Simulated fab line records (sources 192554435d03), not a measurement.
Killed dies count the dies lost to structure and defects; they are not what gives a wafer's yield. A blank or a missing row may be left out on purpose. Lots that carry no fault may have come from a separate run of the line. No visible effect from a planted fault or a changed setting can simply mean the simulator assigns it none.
Split-lot trial + flow n5Finfet + route with 1938 steps; 7 lots, 21 wafers read

ON THE SPLIT
At N5_MOL_CONTACT_COAG_ETCH_105 (etches SiARC in CF4, target depth 15.6 nm, time 26 s), the setting biasW was moved away from the recipe's 36 W on 7 of the 21 wafers read, by -15.2% to -5.2%. The other wafers ran this setting at the recipe's value.

Reading taken at the split's own step.

THE READING
rfVppV, in V, at N5_MOL_CONTACT_COAG_ETCH_105 (etches SiARC in CF4, target depth 15.6 nm, time 26 s). A value of 183.7 V with a standard deviation of 1.1 V is what fault-free wafers of this fab line usually give.

| wafer  | tool, chamber at the split | biasW as run, W | against the recipe | rfVppV, V | against lot-mates on the recipe |
|--------|----------------------------|-----------------|--------------------|-----------|---------------------------------|
| L082.1 | rieDiel-06, 1              | 30.77           | -14.5%             | 165.6     | -17.6                           |
| L082.2 | rieDiel-06, 2              | 36              | recipe             | 183.5     | -                               |
| L082.6 | rieDiel-06, 1              | 36              | recipe             | 182.8     | -                               |
| L083.1 | rieDiel-06, 3              | 36              | recipe             | 183.6     | -                               |
| L083.4 | rieDiel-06, 1              | 36              | recipe             | 182.2     | -                               |
| L083.6 | rieDiel-06, 0              | 36              | recipe             | 183.2     | -                               |
| L087.1 | rieDiel-02, 2              | 36              | recipe             | 185.7     | -                               |
| L087.4 | rieDiel-02, 0              | 32.43           | -9.9%              | 171.3     | -13.4                           |
| L087.6 | rieDiel-02, 2              | 36              | recipe             | 183.8     | -                               |
| L090.2 | rieDiel-06, 3              | 36              | recipe             | 182.3     | -                               |
| L090.3 | rieDiel-06, 2              | 36              | recipe             | 183.3     | -                               |
| L090.5 | rieDiel-06, 2              | 36              | recipe             | 185.3     | -                               |
| L092.1 | rieDiel-02, 2              | 34.12           | -5.2%              | 179.5     | -4.7                            |
| L092.3 | rieDiel-02, 3              | 36              | recipe             | 184.2     | -                               |
| L092.5 | rieDiel-02, 1              | 34.12           | -5.2%              | 176.4     | -7.8                            |
| L093.3 | rieDiel-04, 3              | 30.53           | -15.2%             | 165.3     | -19.9                           |
| L093.4 | rieDiel-04, 2              | 36              | recipe             | 185.2     | -                               |
| L093.6 | rieDiel-04, 1              | 30.53           | -15.2%             | 164.9     | -20.3                           |
| L094.1 | rieDiel-04, 0              | 31.87           | -11.5%             | 171.2     | -13.1                           |
| L094.5 | rieDiel-04, 0              | 36              | recipe             | 185.4     | -                               |
| L094.6 | rieDiel-04, 3              | 36              | recipe             | 183.1     | -                               |

FIT RESULTS
A straight line over all 21 wafers: rfVppV changes by +1.22 V for each +1% of biasW; r = +0.99; the points scatter about the line by 1.2 V.
The same after taking each lot's own level away (the mean of its wafers on the recipe; 21 wafers): +1.27 V for each +1%; r = +0.99; scatter 1 V.
On that fit, the largest move of biasW shifts the reading by 19 V.
From 183.00 to 185.20 V: that is the span of the lots' own levels, equal to 2.0 times the standard deviation above.
The two slopes agree, so the slope changes little with the lot-to-lot level.
Check: for one of the wafers moved furthest among these (-15.2%), held out of the fit, the line's prediction against its lot-mates is -19.1 V. It came out at -19.9 V against them.
Tool readings at the split's step, against how far the setting was moved: rfVppV r = +0.99.

FILE'S OWN FIT
rfVppV changes by +1.25 V for each +1% of biasW, r = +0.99.
